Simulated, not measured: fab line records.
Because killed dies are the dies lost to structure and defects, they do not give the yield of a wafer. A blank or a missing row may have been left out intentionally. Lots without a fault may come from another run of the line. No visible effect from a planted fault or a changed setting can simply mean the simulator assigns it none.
A lot that was struck, set against a sound lot / flow n5 finfet / 16 steps out of a route of 1938
Sound: these wafers, L846.2, L846.4, L846.6. Struck: wafer L838.3. (L838.2 of the same lot was not struck and is left out.) The cause comes at the end.
For every step that has rows: the tool of each side, followed by ch and its chambers, followed by its first start. Under that, the readings that differ: sound wafers / struck wafers / difference of the means / sigmas: that difference in standard deviations of wafers without a fault.
alike: a reading whose means differ by less than 2 such deviations, as well as words and numbers matching on both sides. not compared: withheld readings; readings where some wafer has no value; bounds like >300 that might hide an equal value; numbers whose values overlap and for which the record gives no deviation.
A row with sigmas, a row that says differs or no value, or rows on one side alone: a step with any of these is where the two part. Numbers that don't overlap but have no deviation are shown without sigmas and don't part them. A reading missing from all wafers of one side parts the sides only when that side holds two or more wafers.

N5_BEOL_M3_ETCH_41: etches SiCN in CH3F/O2, target depth 29.9 nm, time 52.5 s.
  sound on rie diel-04 ch 0,2,3; struck on rie diel-04 ch 0
  alike: drypump motor current A, oes product au, rf vpp V, showerhead plenum p Torr, throttle valve pct
  not compared: rf hours counter h
then, 1 step without rows for these wafers: N5_BEOL_M3_STRIP_97 (strips in N2/H2, time 10 s).
N5_BEOL_M3_OCD_MEAS_38:
  struck on ocd-01, day 9 17:52; sound on ocd-01, day 11 14:02
  alike: trench depth nm
then, 4 steps without rows for these wafers: N5_BEOL_M3_HM_STRIP_39 (strips TiN in peroxide tin strip, target depth 25 nm, time 158 s); N5_BEOL_M3_SRD_40 (time 30 s); N5_BEOL_M3_PRECLEAN_42 (cleans in residue remover, time 60 s); N5_BEOL_M3_SRD_43 (time 30 s).
N5_BEOL_M3_CD_MEAS_35: target cd 18 nm, target cd y 21 nm.
  struck on cd sem-03, day 9 18:01; sound on cd sem-01, day 11 14:12
  alike: cd nm
then, 1 step without rows for these wafers: N5_BEOL_M3_DEGAS_44 (time 60 s).
N5_BEOL_M3_PRE_CLEAN_45: time 30 s.
  struck on pvd sputter-01, day 9 18:15; sound on pvd sputter-01, day 11 14:39
  alike: heater power w
N5_BEOL_M3_ALD_84: deposits TaN, pulse time 2 s, purge time 3 s, co reactant purge time 2 s.
  sound on ald metal-01 ch 0,3, day 11 14:43; struck on ald metal-03 ch 3, day 9 18:19
  alike: heater power w
N5_BEOL_M3_SURFACE_TREAT_85:
  struck on pvd sputter-01, day 9 18:32; sound on pvd sputter-01, day 11 15:10
  not compared: pressure mtorr, throttle valve pct
N5_BEOL_M3_CVD_47: deposits Co from CCTBA/H2, target thk 3 nm, time 223.8 s.
  sound on cvd co-02 ch 1,2, day 11 15:14; struck on cvd co-01 ch 1, day 9 18:36
reading=run length s (s); sound=246.7 246.6 247.1; struck=132.6; difference=-114.2; sigmas=-99 or more
N5_BEOL_M3_SPUTTER_48: material Cu, target thk 4.5 nm, time 8.29 s.
  struck on pvd sputter-02, day 9 18:46; sound on pvd sputter-03, day 11 16:53
  alike: throttle valve pct
N5_BEOL_M4_RC_MEAS_101:
  sound on prober-02 ch 0, day 12 05:13; struck on prober-01 ch 0, day 10 06:20
reading=ION_N (uA/um); sound=682 682 682; struck=650; difference=-32; sigmas=-2
reading=ION_P (uA/um); sound=469 469 469; struck=440; difference=-29; sigmas=-3
reading=VT_N (mV); sound=246 244 249; struck=255; difference=+9; sigmas=+2
  alike: DIBL_N, DIBL_P, IOFF_N, IOFF_P, SS_N, SS_P, VT_P
N5_PASSIVATION_PROBE_49:
  the record has rows for the sound wafers here (prober-01, day 16 14:08) and none for the struck ones

== WHERE THEY PART ==
First at N5_BEOL_M3_CVD_47; last, within this record, at N5_PASSIVATION_PROBE_49.

WHY: the cause the simulator had injected
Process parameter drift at N5_BEOL_M3_CVD_47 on cvd co-01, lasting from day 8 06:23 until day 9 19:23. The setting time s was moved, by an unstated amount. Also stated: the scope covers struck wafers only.
